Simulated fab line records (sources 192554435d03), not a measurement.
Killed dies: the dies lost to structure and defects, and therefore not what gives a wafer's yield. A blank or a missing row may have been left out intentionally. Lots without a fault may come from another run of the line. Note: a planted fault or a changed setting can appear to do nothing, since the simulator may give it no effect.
Split-lot study | flow n5-finfet | 7 lots, 21 wafers read, on a route of 1938 steps

## THE SPLIT ITSELF
At N5_FIN_CUT_EXPOSE_05 (exposes mask FIN CUT), the setting dose-mj was moved away from the recipe's 45.75 on 4 of the 21 wafers read, by -7.2% to +5.6%. This setting was run at the recipe's value on the other wafers.

## FROM THE SPLIT TO THE READING: what the file shows between them, 2 steps
- N5_FIN_CUT_PEB_06: peb time 60 s
- N5_FIN_CUT_DEVELOP_07: develop time 30 s

## THE READING
cd-nm, in nm, at N5_FIN_CUT_CD_MEAS_08 (target cd 29.1 nm). Fault-free wafers of this fab line usually give 29.12 nm, standard deviation 0.23 nm.

wafer  | tool, chamber at the split | dose-mj as run | against the recipe | cd-nm, nm | against lot-mates on the recipe
L075.1 | euv-scanner-02, 0          | 45.75          | recipe             | 29.19     | -
L075.2 | euv-scanner-02, 0          | 45.75          | recipe             | 29.26     | -
L075.3 | euv-scanner-02, 0          | 42.44          | -7.2%              | 28.00     | -1.23
L076.2 | euv-scanner-01, 0          | 44.7           | -2.3%              | 28.46     | -0.30
L076.4 | euv-scanner-01, 0          | 44.7           | -2.3%              | 28.59     | -0.17
L076.6 | euv-scanner-01, 0          | 45.75          | recipe             | 28.76     | -
L081.2 | euv-scanner-01, 0          | 45.75          | recipe             | 29.25     | -
L081.3 | euv-scanner-01, 0          | 45.75          | recipe             | 29.23     | -
L081.6 | euv-scanner-01, 0          | 45.75          | recipe             | 29.24     | -
L086.1 | euv-scanner-02, 0          | 45.75          | recipe             | 28.63     | -
L086.3 | euv-scanner-02, 0          | 45.75          | recipe             | 29.06     | -
L086.5 | euv-scanner-02, 0          | 45.75          | recipe             | 28.77     | -
L087.3 | euv-scanner-02, 0          | 45.75          | recipe             | 29.41     | -
L087.4 | euv-scanner-02, 0          | 45.75          | recipe             | 29.70     | -
L087.5 | euv-scanner-02, 0          | 45.75          | recipe             | 28.99     | -
L091.2 | euv-scanner-02, 0          | 48.32          | +5.6%              | 30.28     | +1.30
L091.3 | euv-scanner-02, 0          | 45.75          | recipe             | 28.93     | -
L091.4 | euv-scanner-02, 0          | 45.75          | recipe             | 29.02     | -
L092.1 | euv-scanner-02, 0          | 45.75          | recipe             | 29.17     | -
L092.4 | euv-scanner-02, 0          | 45.75          | recipe             | 29.03     | -
L092.6 | euv-scanner-02, 0          | 45.75          | recipe             | 28.92     | -

FIT RESULTS
A straight line over all 21 wafers: cd-nm changes by +0.182 nm for each +1% of dose-mj; r = +0.85; the points scatter about the line by 0.25 nm.
The same after taking each lot's own level away (the mean of its wafers on the recipe; 21 wafers): +0.185 nm for each +1%; r = +0.93; scatter 0.17 nm.
On that fit, the largest move of dose-mj shifts the reading by 1.3 nm.
The lots' own levels span 28.760 to 29.367 nm, that is 2.6 times the standard deviation above.
Hence the lot-to-lot level has little effect on the slope; both slopes agree.
Check: with one of the wafers moved furthest among these (-7.2%) left out of the fit, the line predicts -1.41 nm for it against its lot-mates. It came out at -1.23 nm against them.

## FURTHER SPLITS ON THESE WAFERS
Other splits were also applied to these wafers ahead of the reading. Each is held against what the fit with the lots' levels taken away leaves over:
other split on the same wafers          | wafers away from the commonest value | r with cd-nm (lot level and that fit taken away)
N5_ZERO_LAYER_EXPOSE_08 dose-mj         | 4                                    | -0.19
N5_ZERO_LAYER_DEVELOP_10 develop-time-s | 10                                   | -0.12
N5_WELL_APT_EXPOSE_22 dose-mj           | 9                                    | -0.35
N5_WELL_APT_PEB_23 peb-time-s           | 11                                   | +0.05
N5_FIN_SAQP_HM_DEP_72 time-s            | 8                                    | -0.08
N5_FIN_SAQP_DESCUM_21 time-s            | 4                                    | +0.12

## THE WHOLE CHAIN: every reading that the file lists as answering this split, in the file's order
step                  | what it does                                                | reading                                                               | change (the file's fit)               | r (the file's)
N5_FIN_CUT_CD_MEAS_08 | target cd 29.1 nm                                           | cd-nm                                                                 | +0.187 nm for each +1% of the setting | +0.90
N5_FIN_CUT_ETCH_30    | etches underlayer in N2/H2, target depth 13 nm, time 10.4 s | FIN_CUT.cd-offset-nm (the simulator's own value, which no gauge read) | +0.163 nm for each +1% of the setting | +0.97
N5_FIN_CUT_ETCH_20    | etches SiARC in CF4, target depth 26 nm, time 43.3 s        | FIN_CUT.cd-offset-nm (the simulator's own value, which no gauge read) | +0.174 nm for each +1% of the setting | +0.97

## FILE'S OWN FIT
cd-nm changes by +0.187 nm for each +1% of dose-mj, r = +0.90.
